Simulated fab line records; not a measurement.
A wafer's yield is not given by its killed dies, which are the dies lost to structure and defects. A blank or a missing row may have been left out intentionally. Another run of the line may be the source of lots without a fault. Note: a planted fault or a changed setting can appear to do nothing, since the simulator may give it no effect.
fab line records	flow n5_finfet
record lots=4	wafers=12	last_day=17
route steps=1938 shown BEOL_M8@1368 BEOL_M9@1401 BEOL_M15@1830 PASSIVATION@1936
lots with no fault: from the same line, run without faults
start_h: hours from the record's opening day to when the first of the lot's shown wafers began	wait_h: time in hours since the lot's previous step	" repeats the value in the row above	L1.1+2: a row that stands for several wafers	- no value present, or no start provided	* or withheld: withheld	< > ~ a bound
route shown NAME@n: names a module that has steps shown in the file, with the first one's number in the route	usual: average and standard deviation across the fault-free wafers	same: alike in all rows	chamber/n: place in a boat	sites: readings site by site	_std_site: the standard deviation of these	_edge_site: the outer-site mean with the inner-site mean subtracted	radius_mm: for every site, how far away it sits from the centre of the wafer	mask NAME#n: copy n	behind: the last tool/chamber to shape the wafer	hold: the reason the lot was held/the length of the hold in hours/how it ended	device: whichever transistor did not switch (one of n, p or np)	end of line: at the end of the route, the tests of the same wafers	a step given without rows: its recipe and nothing more	killed: at the first sort, the dies lost to defects and structure; wafer yield is something else	map: per-die view of a wafer (x killed, . not killed, _ where there is no die)
set.NAME: the setting as run; set.NAME@STEP: as run at that earlier step	model.NAME: the simulator's own value behind a step, which no gauge read
certain route steps with their lots: each step a table, each wafer a row
services: when a tool's chamber went out of use (start_h, in hours from the record's first day, below 0 if earlier), for how many hours, and the reason
## steps
# step N5_BEOL_M8_DESCUM_33
# recipe chemistry=O2	time_s=7	source_power_w=50	bias_power_w=20	pressure_mtorr=20	rf_frequency_hz=2.712e+07	temp_c=40	resist=CAR-EUV	o2_flow_sccm=225
# step N5_BEOL_M8_ETCH_72
# recipe chemistry=N2/H2	target=underlayer	target_depth_a=65	mask_material=CAR-EUV	time_s=5.2	ion_energy_ev=200	pressure_mtorr=30	source_w=840	bias_w=150	n2_flow_sccm=200	h2_flow_sccm=200	ends=cleared
# step N5_BEOL_M8_ETCH_65
# recipe chemistry=CF4	target=SiARC	target_depth_a=156	mask_material=CAR-EUV	time_s=26	ion_energy_ev=80	pressure_mtorr=40	source_w=545	bias_w=36	Ar_flow_sccm=100	cf4_flow_sccm=100	ends=cleared
# step N5_BEOL_M8_ETCH_66
# recipe chemistry=N2/H2	target=SOC	target_depth_a=800	overetch_a=160	mask_material=SiARC	temp_c=40	time_s=120	ion_energy_ev=200	pressure_mtorr=30	source_w=840	bias_w=150	n2_flow_sccm=200	h2_flow_sccm=200
# step N5_BEOL_M8_STRIP_69
# recipe chemistry=N2/H2	temp_c=40	n2_flow_sccm=200	h2_flow_sccm=200	rf_frequency_hz=6e+07
# step N5_BEOL_M8_STRIP_73
# recipe chemistry=N2/H2	temp_c=40	n2_flow_sccm=200	h2_flow_sccm=200	rf_frequency_hz=6e+07
# step N5_BEOL_M8_VIA_ETCH_34
# recipe chemistry=C4F6/O2	target=SiCOH_lowk	target_depth_a=1255	mask_material=SOC	taper_deg=4	time_s=50.5	ion_energy_ev=250	pressure_mtorr=30	source_w=345	bias_w=185	Ar_flow_sccm=300	C4F6_flow_sccm=10	O2_flow_sccm=10
# step N5_BEOL_M8_STRIP_76
# recipe chemistry=C4F6/O2	resist=SiARC	rf_frequency_hz=6e+07
# step N5_BEOL_M8_STRIP_36
# recipe chemistry=N2/H2	power_w=450	temp_c=40	pressure_mtorr=20	rf_frequency_hz=6e+07	overash_fraction=0.3	bias_power_w=7	h2_frac=0.5	n2_flow_sccm=200	h2_flow_sccm=200
# step N5_BEOL_M8_TRENCH_ETCH_37
# recipe chemistry=C4F6/O2	target_depth_a=934.78	target=SiCOH_lowk	time_s=31.2	ion_energy_ev=250	pressure_mtorr=30	source_w=345	bias_w=185	Ar_flow_sccm=300	C4F6_flow_sccm=10	O2_flow_sccm=10
# usual drypump_motor_current_A=5.7/0.45	oes_ar_750_au=0.81/0.1	oes_product_au=0.81/0.11	rf_fwd_power_W=339.6/1.4	rf_vpp_V=660/15	showerhead_plenum_p_Torr=2.83/0.13	throttle_valve_pct=20.77/0.19
lot.wafer	tool	chamber	start_h	wait_h	drypump_motor_current_A	oes_ar_750_au	oes_product_au	rf_fwd_power_W	rf_hours_counter_h	rf_vpp_V	showerhead_plenum_p_Torr	throttle_valve_pct	model.BEOL_M8.feature_depth_nm	model.etch.depth_nm
L131.1	rie_diel-04	1	246.83	-	5.2	0.60	0.65	256.2	213	750	2.69	20.45	81.6	81.67
L131.3	"	2	"	"	5.8	0.61	0.66	255.1	206	748	2.92	21.03	82.6	82.63
L131.5	"	1	"	"	5.2	0.60	0.65	255.9	-	751	2.69	20.43	82	82.02
L130.1	rie_diel-06	0	250.52	-	6.6	0.95	0.93	338.4	9	654	2.81	20.92	92.2	92.17
L130.2	"	1	"	"	6.0	0.99	1.00	341.0	2	667	2.77	20.73	99.4	99.34
L130.5	"	0	"	"	6.6	0.95	0.93	339.2	-	654	2.81	20.91	92.8	92.82
L132.1	rie_diel-04	3	252.58	-	5.4	0.73	0.80	258.3	64	757	2.80	20.64	85.8	85.72
L132.5	"	3	"	"	5.4	0.73	0.79	258.1	-	758	2.80	20.64	84.8	84.79
L132.6	"	0	"	"	5.6	0.81	0.87	257.1	-	765	3.06	20.61	82.4	82.47
L142.1	rie_diel-04	2	336.91	-	5.8	0.69	0.69	338.0	232	650	2.91	21.07	91.2	91.16
L142.3	"	1	"	"	5.2	0.68	0.66	340.1	245	652	2.68	20.52	89.4	89.35
L142.6	"	1	"	"	5.2	0.68	0.66	338.2	-	651	2.68	20.49	88.6	88.7
# step N5_BEOL_M8_ETCH_41
# recipe chemistry=CH3F/O2	target=SiCN	target_depth_a=319	taper_deg=2	time_s=57.8	ion_energy_ev=120	mask_material=TiN	pressure_mtorr=30	source_w=395	bias_w=75	Ar_flow_sccm=150	CH3F_flow_sccm=30	O2_flow_sccm=20
# step N5_BEOL_M8_STRIP_80
# recipe chemistry=N2/H2	time_s=10	power_w=450	temp_c=40	pressure_mtorr=20	rf_frequency_hz=6e+07	bias_power_w=7	n2_flow_sccm=200	h2_flow_sccm=200
# step N5_BEOL_M8_OCD_MEAS_38
# usual trench_depth_nm=93.1/2.4
lot.wafer	tool	chamber	start_h	wait_h	trench_depth_nm
L131.1	ocd-01	-	246.99	-	81.6
L131.3	"	-	"	"	82.4
L131.5	"	-	"	"	81.7
L130.1	ocd-02	-	250.68	-	92.4
L130.2	"	-	"	"	99.3
L130.5	"	-	"	"	93.1
L132.1	ocd-02	-	252.74	-	85.8
L132.5	"	-	"	"	84.7
L132.6	"	-	"	"	82.8
L142.1	ocd-02	-	337.07	-	91.4
L142.3	"	-	"	"	89.4
L142.6	"	-	"	"	88.1
# step N5_BEOL_M8_HM_STRIP_39
# recipe chemistry=peroxide_tin_strip	material=TiN	target_depth_a=250	temp_c=50	time_s=158
# step N5_BEOL_M8_SRD_40
# recipe time_s=30	temp_c=23	rinse_liquid=diw	dry=ipa_marangoni
# step N5_BEOL_M8_PRECLEAN_42
# recipe chemistry=residue_remover	time_s=60	temp_c=40
# step N5_BEOL_M8_SRD_43
# recipe time_s=30	temp_c=23	rinse_liquid=diw	dry=ipa_marangoni
# step N5_BEOL_M8_CURE_75
# recipe temp_c=370	time_s=120	ambient=DMADMS/He	material=SiCOH_lowk
# step N5_BEOL_M8_DEGAS_44
# recipe ambient=vacuum	temp_c=250	time_s=60
# step N5_BEOL_M8_PRE_CLEAN_45
# recipe gas=H2/He	time_s=30	temp_c=250
# step N5_BEOL_M8_ALD_77
# recipe material=TaN	target_thk_a=20	temp_c=275	ald_precursor_family=PDMAT	ald_co_reactant=NH3	pressure_torr=3	carrier_flow_sccm=1500	pulse_time_s=2	purge_time_s=3	co_reactant_purge_time_s=2	co_reactant_pulse_time_s=3	ald_cycles=40	precursor_vessel_temp_c=75	precursor_vessel_pressure_torr=26.25	precursor_vessel_carrier_sccm=1000
# step N5_BEOL_M8_SURFACE_TREAT_79
# recipe gas=Ar	time_s=*	ion_energy_ev=*	ion_current_ma_cm2=0.5	pressure_mtorr=*	ar_flow_sccm=30
# step N5_BEOL_M8_CVD_78
# recipe material=Co	target_thk_a=20	temp_c=withheld	precursor=CCTBA/H2	pressure_torr=30	time_s=142.3
# step N5_BEOL_M8_SPUTTER_48
# recipe material=Cu	target_thk_a=100	temp_c=-20	bias_v=60	power_w=26000	chamber_pressure_pa=0.13	time_s=1.667
# step N5_BEOL_M8_ECD_50
# recipe material=Cu	target_thk_a=3000
# step N5_BEOL_M8_ANNEAL_51
# recipe temp_c=225	time_s=90	ambient=N2
# step N5_BEOL_M8_CMP_52
# recipe stop_on=SiCOH_lowk	t_overpolish_s=6.9	down_force_psi=1	platen_rpm=50	clearing_platen_down_force_psi=1.5	clearing_platen_rpm=50	post_cmp_clean=cu_alkaline	target_thk_nm=80	clearing_platen_pad_velocity_m_s=0.99484	pad_velocity_m_s=0.99484
# usual barrier_field_endpoint_s=29.1/0.95	edge_zone_pressure_frac=0.999/0.0041	motor_current_A=6.3/0.43	overpolish_run_s=6.901/0.0097	pad_life_wafers=1263/620	time_to_endpoint_s=65/4.1
lot.wafer	tool	chamber	start_h	wait_h	barrier_field_endpoint_s	edge_zone_pressure_frac	motor_current_A	overpolish_run_s	pad_life_wafers	time_to_endpoint_s	model.Cu_of_BEOL_M8_ECD_50.thk_nm
L131.3	cmp-03	2	248.97	0.3	29.1	0.994	6.5	6.902	1670	62	67.8
L131.1	"	3	"	"	28.8	1.004	6.3	6.890	1671	62	67.6
L131.5	"	1	"	"	30.8	0.999	5.7	6.888	-	67	69.8
L130.1	cmp-04	2	253.38	0.4	28.7	0.997	6.0	6.907	1200	64	78.6
L130.2	"	3	"	"	29.1	0.997	6.3	6.915	1201	67	89.2
L130.5	"	2	"	"	29.8	1.005	5.7	6.901	-	64	79.6
L132.1	cmp-03	2	256.97	0.4	28.5	1.000	6.7	6.909	1743	61	71
L132.5	"	3	"	"	29.9	0.999	6.5	6.907	-	60	71.2
L132.6	"	0	"	"	31.5	1.001	6.4	6.898	-	74	71
L142.3	cmp-02	3	340.53	0.2	29.6	1.005	7.0	6.924	174	66	76.6
L142.1	"	0	"	"	28.8	0.997	7.0	6.908	175	65	79
L142.6	"	3	"	"	29.5	1.000	7.4	6.908	-	66	77.4
# step N5_BEOL_M8_THK_MEAS_53
# recipe thk_meas_gauge=xrf	reads=Cu_of_BEOL_M8_ECD_50
# usual M8_THK=81/3
lot.wafer	tool	chamber	start_h	wait_h	M8_THK[nm]
L131.1	film_metro-02	-	249.19	-	68
L131.3	"	-	"	"	69
L131.5	"	-	"	"	71
L130.1	film_metro-01	-	253.67	-	80
L130.2	"	-	"	"	90
L130.5	"	-	"	"	81
L132.1	film_metro-02	-	257.15	-	72
L132.5	"	-	"	"	71
L132.6	"	-	"	"	71
L142.1	film_metro-02	-	340.83	-	79
L142.3	"	-	"	"	77
L142.6	"	-	"	"	78
# step N5_BEOL_M8_PRE_CLEAN_55
# recipe gas=NH3	time_s=15	temp_c=withheld	rf_power_w=300
# step N5_BEOL_M8_DEP_56
# recipe material=SiCN	target_thk_a=100	temp_c=withheld	precursor=3MS/NH3	pressure_torr=3	rf_w=202	time_s=17.5
# step N5_BEOL_M8_RS_MEAS_57
# recipe thk_meas_gauge=four-point-probe	reads=Cu_of_BEOL_M8_ECD_50+Co_of_BEOL_M8_CVD_78+TaN_of_BEOL_M8_ALD_77
# usual M8_RS=0.286/0.012
lot.wafer	tool	chamber	start_h	wait_h	M8_RS[ohm/sq]
L131.1	film_metro-01	-	249.32	0.1	0.349
L131.3	"	-	"	"	0.348
L131.5	"	-	"	"	0.336
L130.1	film_metro-02	-	253.80	0.1	0.293
L130.2	"	-	"	"	0.252
L130.5	"	-	"	"	0.287
L132.1	film_metro-01	-	257.29	0.1	0.330
L132.5	"	-	"	"	0.328
L132.6	"	-	"	"	0.329
L142.1	film_metro-02	-	340.96	0.1	0.291
L142.3	"	-	"	"	0.301
L142.6	"	-	"	"	0.297
# step N5_BEOL_M9_ILD_DEP_00
# recipe material=SiCOH_lowk	target_thk_a=3085.1	temp_c=300	precursor=DEMS/porogen	pressure_torr=5	rf_w=500	time_s=58
# step N5_BEOL_M9_CURE_71
# recipe temp_c=385	time_s=240	ambient=He/Ar	material=SiCOH_lowk
# step N5_BEOL_M9_PECVD_70
# recipe material=SiO2	target_thk_a=200	temp_c=400	precursor=TEOS/O2	pressure_torr=5.5	rf_w=450	teos_flow_sccm=53.8	gas=O2	flow_sccm=3000	time_s=22.7
# step N5_BEOL_M9_HM_DEP_02
# recipe material=TiN	target_thk_a=200	temp_c=25	chamber_pressure_pa=0.49996
# step N5_BEOL_M9_COAT_59
# recipe resist=SOC	temp_c=250	time_s=60	spin_rpm=1500	resist_thk_nm=100
# step N5_BEOL_M15_RC_MEAS_101
# usual COMB_M10=1.43e-11/2.9e-12	COMB_M10_max_site=2.1e-11/4.7e-12	COMB_M11=1.43e-11/2.9e-12	COMB_M12=6.5e-12/1.3e-12	COMB_M13=4.9e-12/1.1e-12	COMB_M14=3.8e-12/6.9e-13	COMB_M15=2.6e-12/6.2e-13	COMB_M5=3.5e-11/7.7e-12	COMB_M6=2.5e-11/4.4e-12	COMB_M7=2.6e-11/5.1e-12	COMB_M8=2.6e-11/5.2e-12	COMB_M9=1.46e-11/2.8e-12	SERP_M10=3.08/0.11	SERP_M11=3.01/0.091	SERP_M12=0.637/0.022	SERP_M12_max_site=0.649/0.023	SERP_M13=0.306/0.0061	SERP_M14=0.160/0.0056	SERP_M5=38.8/2.2	SERP_M6=13.5/0.65	SERP_M7=13.6/0.67	SERP_M8=13.5/0.72	SERP_M8_max_site=14.0/0.76	SERP_M9=3.10/0.088
lot.wafer	tool	chamber	start_h	wait_h	COMB_M10[S/m]	COMB_M10_max_site[S/m]	COMB_M11[S/m]	COMB_M12[S/m]	COMB_M13[S/m]	COMB_M14[S/m]	COMB_M15[S/m]	COMB_M5[S/m]	COMB_M6[S/m]	COMB_M7[S/m]	COMB_M8[S/m]	COMB_M9[S/m]	SERP_M10[ohm/um]	SERP_M11[ohm/um]	SERP_M12[ohm/um]	SERP_M12_max_site[ohm/um]	SERP_M13[ohm/um]	SERP_M14[ohm/um]	SERP_M5[ohm/um]	SERP_M6[ohm/um]	SERP_M7[ohm/um]	SERP_M8[ohm/um]	SERP_M8_max_site[ohm/um]	SERP_M9[ohm/um]
L131.1	prober-02	0	303.36	0.0	1.49e-11	3.3e-11	1.52e-11	6e-12	6.1e-12	5.9e-12	2.5e-12	2.5e-11	3.4e-11	2.3e-11	3.3e-11	1.25e-11	3.18	3.07	0.618	0.630	0.298	0.166	41.4	14.4	15.2	16.2	16.7	3.24
L131.3	"	0	"	"	1.34e-11	1.6e-11	1.58e-11	7.6e-12	3.5e-12	3.7e-12	2.4e-12	2.7e-11	2.2e-11	2.3e-11	3e-11	1.78e-11	2.89	3.07	0.640	0.656	0.306	0.154	40.3	13.7	13.9	15.9	16.8	3.19
L131.5	"	0	"	"	1.09e-11	1.8e-11	1.86e-11	8.3e-12	3.7e-12	4.5e-12	2.4e-12	3.2e-11	2.4e-11	2.4e-11	2.2e-11	1.35e-11	2.91	2.94	0.653	0.662	0.311	0.165	40.8	12.6	13.0	15.4	16.0	3.10
L130.1	prober-01	0	310.40	0.0	1.13e-11	1.4e-11	1.21e-11	8e-12	3.9e-12	4e-12	1.9e-12	3.5e-11	2.9e-11	2.5e-11	1.9e-11	1.31e-11	2.82	3.02	0.656	0.672	0.307	0.171	35.9	12.7	13.4	13.5	14.1	3.18
L130.2	"	0	"	"	8.8e-12	1.3e-11	9.1e-12	7.4e-12	4.6e-12	4.8e-12	1.9e-12	4.2e-11	2.6e-11	1.9e-11	2.7e-11	1.95e-11	2.99	2.98	0.613	0.622	0.305	0.158	36.6	13.7	13.1	11.8	11.9	3.08
L130.5	"	0	"	"	1.02e-11	1.7e-11	1.29e-11	8.4e-12	4.2e-12	2.9e-12	1.9e-12	5.4e-11	2.4e-11	1.9e-11	1.9e-11	1.54e-11	2.90	3.05	0.637	0.643	0.316	0.159	36.5	13.7	12.9	14.1	14.7	3.14
L132.1	prober-02	0	310.74	0.0	1.68e-11	2.7e-11	1.48e-11	5.7e-12	6e-12	5.1e-12	2.8e-12	4.2e-11	2.7e-11	1.6e-11	2.5e-11	1.36e-11	3.24	3.02	0.652	0.657	0.320	0.151	36.1	13.6	13.5	16.1	16.7	3.14
L132.5	"	0	"	"	1.44e-11	2.1e-11	1.16e-11	7.9e-12	4.5e-12	4.3e-12	2.5e-12	3.7e-11	2.4e-11	3.6e-11	2.2e-11	1.24e-11	3.14	2.98	0.614	0.625	0.296	0.148	38.1	13.2	13.6	15.3	15.8	3.12
L132.6	"	0	"	"	1.36e-11	1.8e-11	2.18e-11	5.3e-12	6.8e-12	3.2e-12	2.9e-12	3.6e-11	2.4e-11	2.6e-11	2.6e-11	1.48e-11	3.18	2.87	0.669	0.677	0.304	0.153	36.6	13.1	13.8	15.0	15.6	3.20
L142.1	prober-01	0	390.64	0.0	2.09e-11	2.9e-11	1.29e-11	6.2e-12	4.6e-12	3.2e-12	3e-12	3.3e-11	2e-11	2.3e-11	2.5e-11	1.18e-11	2.96	3.04	0.636	0.643	0.301	0.145	41.3	13.2	13.2	13.5	13.6	3.02
L142.3	"	0	"	"	1.22e-11	1.9e-11	1.43e-11	4.3e-12	4.5e-12	2.8e-12	1.7e-12	2.9e-11	1.7e-11	3.4e-11	2.4e-11	1.33e-11	2.94	2.86	0.624	0.632	0.303	0.155	37.8	13.8	13.7	14.8	15.1	3.10
L142.6	"	0	"	"	1.47e-11	2e-11	1.45e-11	5.9e-12	5.1e-12	3.6e-12	2.1e-12	3.3e-11	2.2e-11	2.6e-11	2.2e-11	1.37e-11	2.97	2.94	0.638	0.655	0.309	0.157	38.4	13.7	13.0	14.3	14.7	3.04
# sites SERP_M8 radius_mm=0,75,75,75,75,140,140,140,140
L131.1 16.7 16.5 16.7 16.2 16.2 15.7 15.8 15.4 15.3
L130.1 13.9 13.5 14.1 14.1 13.7 13.2 12.7 13.5 13.0
L132.1 16.3 16.6 15.8 15.9 15.9 16.3 16.7 16.1 15.8
L142.1 13.2 13.3 13.4 13.6 13.5 13.5 13.3 13.5 13.6
# step N5_PASSIVATION_PROBE_49
# usual defect_limited_yield=91.1/1.5	killed_at_M0_to_M3=37/11	killed_at_M4_up=13/5.6	killed_at_contacts=12/5.6	killed_at_front_end=39/11	killed_at_other=4/3.1	killed_dies=105/18	killed_open=69/13	killed_short=35/7.4	sort_bin_5_function=5.1/0.92	sort_bin_6_memory=3.4/0.76	sort_n_pass=1075/18	sort_yield_pct=91.1/1.5
# same gross_dies=1180	killed_at_back_side=0	sort_bin_4_leakage[%]=0	sort_bin_8_speed[%]=0
lot.wafer	tool	chamber	start_h	wait_h	defect_limited_yield[%]	killed_at_M0_to_M3	killed_at_M4_up	killed_at_contacts	killed_at_front_end	killed_at_other	killed_dies	killed_open	killed_short	sort_bin_5_function[%]	sort_bin_6_memory[%]	sort_n_pass	sort_yield_pct[%]
L131.1	prober-01	-	315.84	0.0	91.4	40	5	13	34	9	101	71	30	4.6	3.6	1079	91.4
L131.3	prober-01	-	315.94	0.1	89.2	61	9	7	46	5	128	69	58	6.6	3.6	1052	89.2
L131.5	prober-01	-	316.04	0.2	90.1	44	6	14	48	5	117	68	48	6.2	3.5	1063	90.1
L130.1	prober-02	-	324.41	0.0	89.8	49	17	8	40	6	120	81	36	6.0	4.0	1060	89.8
L130.2	prober-02	-	324.46	0.1	90.5	46	19	7	39	1	112	78	34	5.5	3.6	1068	90.5
L130.5	prober-02	-	324.61	0.2	93.1	19	8	9	42	3	81	45	35	3.3	3.1	1099	93.1
L132.1	prober-02	-	326.39	0.0	88.7	42	14	13	52	12	133	99	34	5.9	5.2	1047	88.7
L132.5	prober-02	-	326.59	0.2	88.5	48	17	15	44	12	136	93	34	6.1	4.6	1044	88.5
L132.6	prober-02	-	326.64	0.3	90.3	53	12	15	32	2	114	82	31	5.7	3.5	1066	90.3
L142.1	prober-02	-	406.88	0.0	89.7	53	30	10	23	6	122	84	36	4.7	5.4	1058	89.7
L142.3	prober-02	-	406.98	0.1	91.9	39	26	11	16	3	95	58	34	4.9	2.7	1085	91.9
L142.6	prober-02	-	407.13	0.3	92.6	36	20	3	23	5	87	63	23	3.7	3.4	1093	92.6
# killed by level:class
L131.1 FIN_SAQP:geometric_particle:open=13 MOL_CONTACT_COAG:geometric_particle:open=13 BEOL_M0_SAQP:geometric_particle:open=10 FIN_SAQP:geometric_particle:short=8 BEOL_M0_SAQP:geometric_particle:short=7 BEOL_M2:geometric_particle:open=6 BEOL_M1:geometric_particle:open=5 STI_FIN_REVEAL:geometric_particle:open=4
L131.3 FIN_SAQP:geometric_particle:short=15 BEOL_M0_SAQP:geometric_particle:short=13 BEOL_M0_SAQP:geometric_particle:open=12 BEOL_M2:geometric_particle:open=11 BEOL_M2:geometric_particle:short=11 FIN_SAQP:geometric_particle:open=8 STI_FIN_REVEAL:geometric_particle:open=8 BEOL_M3:geometric_particle:open=6
L131.5 FIN_SAQP:geometric_particle:short=12 MOL_CONTACT_COAG:geometric_particle:open=12 BEOL_M2:geometric_particle:open=10 STI_FIN_REVEAL:geometric_particle:open=8 BEOL_M0_SAQP:geometric_particle:short=8 BEOL_M0_SAQP:geometric_particle:open=7 FIN_SAQP:geometric_particle:open=6 BEOL_M0:geometric_particle:open=6
L130.1 BEOL_M0_SAQP:geometric_particle:short=20 STI_FIN_REVEAL:geometric_particle:open=11 BEOL_M0_SAQP:geometric_particle:open=11 MOL_CONTACT_COAG:geometric_particle:open=8 BEOL_M3:geometric_particle:open=8 BEOL_M4:geometric_particle:open=7 DUMMY_GATE:geometric_particle:open=5 BEOL_M1:geometric_particle:open=5
L130.2 STI_FIN_REVEAL:geometric_particle:open=18 BEOL_M0_SAQP:geometric_particle:open=17 BEOL_M0_SAQP:geometric_particle:short=15 BEOL_M4:geometric_particle:open=9 DUMMY_GATE:geometric_particle:open=5 BEOL_M3:geometric_particle:open=5 GATE_CUT:geometric_particle:open=4 MOL_CONTACT_COAG:geometric_particle:open=4
L130.5 STI_FIN_REVEAL:geometric_particle:open=9 MOL_CONTACT_COAG:geometric_particle:open=7 FIN_SAQP:geometric_particle:short=6 BEOL_M1:geometric_particle:open=5 STARTING-WAFER:geometric_particle:short=5 FIN_SAQP:geometric_particle:open=4 ILD0:geometric_particle:short=4 GATE_CUT:geometric_particle:open=3
L132.1 STI_FIN_REVEAL:geometric_particle:open=15 BEOL_M3:geometric_particle:open=13 MOL_CONTACT_COAG:geometric_particle:open=11 FIN_SAQP:geometric_particle:open=9 GATE_CUT:geometric_particle:short=8 BEOL_M4:geometric_particle:open=8 BEOL_M1:geometric_particle:open=7 BEOL_M2:geometric_particle:open=7
L132.5 BEOL_M3:geometric_particle:open=15 MOL_CONTACT_COAG:geometric_particle:open=13 STI_FIN_REVEAL:geometric_particle:open=11 BEOL_M2:geometric_particle:open=11 BEOL_M4:geometric_particle:open=9 HKMG_FIN:area_etch=9 BEOL_M0_SAQP:geometric_particle:short=6 BEOL_M0_SAQP:geometric_particle:open=6
L132.6 BEOL_M1:geometric_particle:open=14 BEOL_M3:geometric_particle:open=12 MOL_CONTACT_COAG:geometric_particle:open=11 BEOL_M0_SAQP:geometric_particle:open=9 FIN_SAQP:geometric_particle:open=6 STI_FIN_REVEAL:geometric_particle:open=6 BEOL_M0_SAQP:geometric_particle:short=6 MOL_CONTACT_COAG:geometric_particle:short=4
L142.1 BEOL_M4:geometric_particle:open=18 BEOL_M3:geometric_particle:open=10 MOL_CONTACT_COAG:geometric_particle:open=9 BEOL_M0_SAQP:geometric_particle:short=9 BEOL_M2:geometric_particle:open=9 BEOL_M0_SAQP:geometric_particle:open=8 BEOL_M0:geometric_particle:open=5 BEOL_M1:geometric_particle:open=5
L142.3 BEOL_M4:geometric_particle:open=18 BEOL_M1:geometric_particle:open=11 FIN_SAQP:geometric_particle:short=7 MOL_CONTACT_COAG:geometric_particle:open=7 BEOL_M2:geometric_particle:open=7 BEOL_M0_SAQP:geometric_particle:short=6 BEOL_M0_SAQP:geometric_particle:open=4 BEOL_M3:geometric_particle:open=4
L142.6 BEOL_M1:geometric_particle:open=11 BEOL_M4:geometric_particle:open=10 BEOL_M0_SAQP:geometric_particle:open=7 STI_FIN_REVEAL:geometric_particle:open=5 BEOL_M0_SAQP:geometric_particle:short=5 BEOL_M3:geometric_particle:open=4 STARTING-WAFER:geometric_particle:open=4 DUMMY_GATE:geometric_particle:open=3
## services
tool	chamber	start_h	hours	kind
cmp-04	-	226.17	0.8	repair
rie_diel-06	1	228.90	-	clean
rie_diel-06	1	228.90	-	consumable_replace:focus_ring
rie_diel-06	1	228.90	14.3	scheduled_down
rie_diel-06	1	228.90	14.3	vent_cycle
cmp-03	-	230.95	1.3	repair
cmp-02	-	240.29	1.6	repair
cmp-04	-	247.55	1.4	repair
rie_diel-04	-	266.81	2.4	repair
rie_diel-06	-	275.37	4.3	pm
cmp-04	-	277.06	6.8	pm
cmp-02	-	282.76	1.0	repair
rie_diel-06	2	294.86	13.9	repair
rie_diel-04	2	302.94	7.1	repair
rie_diel-04	2	310.68	4.4	repair
cmp-02	-	313.07	4.0	pm
cmp-03	-	314.67	4.0	pm
cmp-02	-	317.07	-	consumable_replace:conditioner
cmp-02	-	317.07	-	consumable_replace:pad
cmp-02	-	317.07	3.0	pm
cmp-03	-	318.67	-	consumable_replace:conditioner
cmp-03	-	318.67	-	consumable_replace:pad
rie_diel-06	2	334.08	-	clean
cmp-03	-	337.53	6.3	repair
## key
first_sign step=N5_BEOL_M8_TRENCH_ETCH_37	reading=rf_fwd_power_W	direction=down	sigmas=60	usual=*	struck=*
effect step=N5_BEOL_M8_TRENCH_ETCH_37	reading=rf_vpp_V	direction=up	sigmas=6.3	usual=660	struck=755
effect step=N5_BEOL_M8_OCD_MEAS_38	reading=trench_depth_nm	direction=down	sigmas=4.1	usual=93.1	struck=83.2
effect step=N5_BEOL_M8_THK_MEAS_53	reading=M8_THK	direction=down	sigmas=3.6	usual=81	struck=70
effect step=N5_BEOL_M8_RS_MEAS_57	reading=M8_RS	direction=up	sigmas=4.2	usual=0.286	struck=0.337
effect step=N5_BEOL_M15_RC_MEAS_101	reading=SERP_M8	direction=up	sigmas=3.1	usual=13.5	struck=15.7
model_effect step=N5_BEOL_M8_TRENCH_ETCH_37	value=BEOL_M8.feature_depth_nm	without=92.53	struck=83.2
model_effect step=N5_BEOL_M8_CMP_52	value=Cu_of_BEOL_M8_ECD_50.thk_nm	without=79.1	struck=69.73
met_at N5_BEOL_M8_TRENCH_ETCH_37
struck_wafers L131.1,L131.3,L131.5,L132.1,L132.5,L132.6
fault kind=process_parameter_drift	tool=rie_diel-04	chamber=-	onset_h=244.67	steps=N5_BEOL_M8_TRENCH_ETCH_37	channel=source_w	offset=-82.8	shape=step	end_h=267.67	acts_in=these_recipes_only	stated=345
